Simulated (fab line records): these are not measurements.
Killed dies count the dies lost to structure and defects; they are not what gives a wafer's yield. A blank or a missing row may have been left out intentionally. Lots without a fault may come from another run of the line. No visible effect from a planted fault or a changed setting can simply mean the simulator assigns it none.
Split-lot trial -- flow n5Finfet -- 21 wafers read from 7 lots, route of 1938 steps

## ABOUT THE SPLIT
At N5_BEOL_M6_COAT_60 (time 60 s, resist thk 35 nm), the setting spinRpm was moved away from the recipe's 1500 rpm on 3 of the 21 wafers read, by -10.5% to -10.5%. For the rest of the wafers, this setting stayed at what the recipe calls for.

## FROM THE SPLIT TO THE READING: what the file shows between them, 4 steps
- N5_BEOL_M6_COAT_05: resist thk 90 nm
- N5_BEOL_M6_EBR_07
- N5_BEOL_M6_DESCUM_16: chemistry O2, time 7.9 s
- N5_BEOL_M6_ETCH_61: etches SiARC in CF4, target depth 45.5 nm, time 75.8 s

## THE READING
SiARC_of_BEOL_M6_COAT_60.thkNm (the simulator's own value, which no gauge read), in nm, at N5_BEOL_M6_ETCH_62 (etches SOC in N2/H2, target depth 110 nm, overetch 22 nm, time 165 s). No usual value for it is given in the file. Here, 18 wafers ran the recipe; their average is 28.3 nm with a standard deviation of 0.22 nm.

wafer,"tool, chamber at the split","spinRpm as run, rpm",against the recipe,"SiARC_of_BEOL_M6_COAT_60.thkNm, nm",against lot-mates on the recipe
L076.2,"lithoTrack-02, 0",1342,-10.5%,30.4,+1.9
L076.3,"lithoTrack-02, 0",1500,recipe,28.6,-
L076.4,"lithoTrack-02, 0",1500,recipe,28.4,-
L081.2,"lithoTrack-04, 0",1500,recipe,28.4,-
L081.4,"lithoTrack-04, 0",1500,recipe,28.2,-
L081.5,"lithoTrack-04, 0",1500,recipe,28.6,-
L080.1,"lithoTrack-02, 0",1500,recipe,28.8,-
L080.4,"lithoTrack-02, 0",1500,recipe,28.6,-
L080.6,"lithoTrack-02, 0",1500,recipe,28.2,-
L082.1,"lithoTrack-04, 0",1500,recipe,28.2,-
L082.2,"lithoTrack-04, 0",1500,recipe,28,-
L082.6,"lithoTrack-04, 0",1500,recipe,28,-
L088.2,"lithoTrack-04, 0",1500,recipe,28.2,-
L088.5,"lithoTrack-04, 0",1500,recipe,28.4,-
L088.6,"lithoTrack-04, 0",1500,recipe,28.4,-
L095.2,"lithoTrack-02, 0",1500,recipe,28.4,-
L095.3,"lithoTrack-02, 0",1500,recipe,28.2,-
L095.4,"lithoTrack-02, 0",1500,recipe,28,-
L097.2,"lithoTrack-04, 0",1500,recipe,28.4,-
L097.4,"lithoTrack-04, 0",1343,-10.5%,30.2,+1.8
L097.5,"lithoTrack-04, 0",1343,-10.5%,30.2,+1.8

THE FIT
A straight line over all 21 wafers: SiARC_of_BEOL_M6_COAT_60.thkNm changes by -0.184 nm for each +1% of spinRpm; r = -0.96; the points scatter about the line by 0.22 nm.
The same after taking each lot's own level away (the mean of its wafers on the recipe; 21 wafers): -0.175 nm for each +1%; r = -0.98; scatter 0.15 nm.
Per that fit: largest spinRpm move, reading shift of 1.8 nm.
The span of the lots' own levels, 28.07 to 28.53 nm, comes to 2.1 times the standard deviation stated above.
Consequently the slope shifts little with the lot-to-lot level, the two slopes agreeing.
Check: +1.81 nm against its lot-mates is what the line predicts for one of the wafers moved furthest among these (-10.5%) when that wafer is left out of the fit. It came out at +1.9 nm against them.

## THE WHOLE CHAIN: every reading that the file lists as answering this split, in the file's order
step,what it does,reading,change (the file's fit),r (the file's)
N5_BEOL_M6_COAT_60,"time 60 s, resist thk 35 nm","SiARC_of_BEOL_M6_COAT_60.thkNm (the simulator's own value, which no gauge read)",-0.186 nm for each +1% of the setting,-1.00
N5_BEOL_M6_ETCH_61,"etches SiARC in CF4, target depth 45.5 nm, time 75.8 s","etch.depthNm (the simulator's own value, which no gauge read)",-0.181 nm for each +1% of the setting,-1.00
N5_BEOL_M6_ETCH_61,"etches SiARC in CF4, target depth 45.5 nm, time 75.8 s","CAR-ArF_of_BEOL_M6_COAT_05.thkNm (the simulator's own value, which no gauge read)",+0.157 nm for each +1% of the setting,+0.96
N5_BEOL_M6_ETCH_62,"etches SOC in N2/H2, target depth 110 nm, overetch 22 nm, time 165 s","SiARC_of_BEOL_M6_COAT_60.thkNm (the simulator's own value, which no gauge read)",-0.176 nm for each +1% of the setting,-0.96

## THE FILE'S OWN FIT
SiARC_of_BEOL_M6_COAT_60.thkNm changes by -0.176 nm for each +1% of spinRpm, r = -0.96.
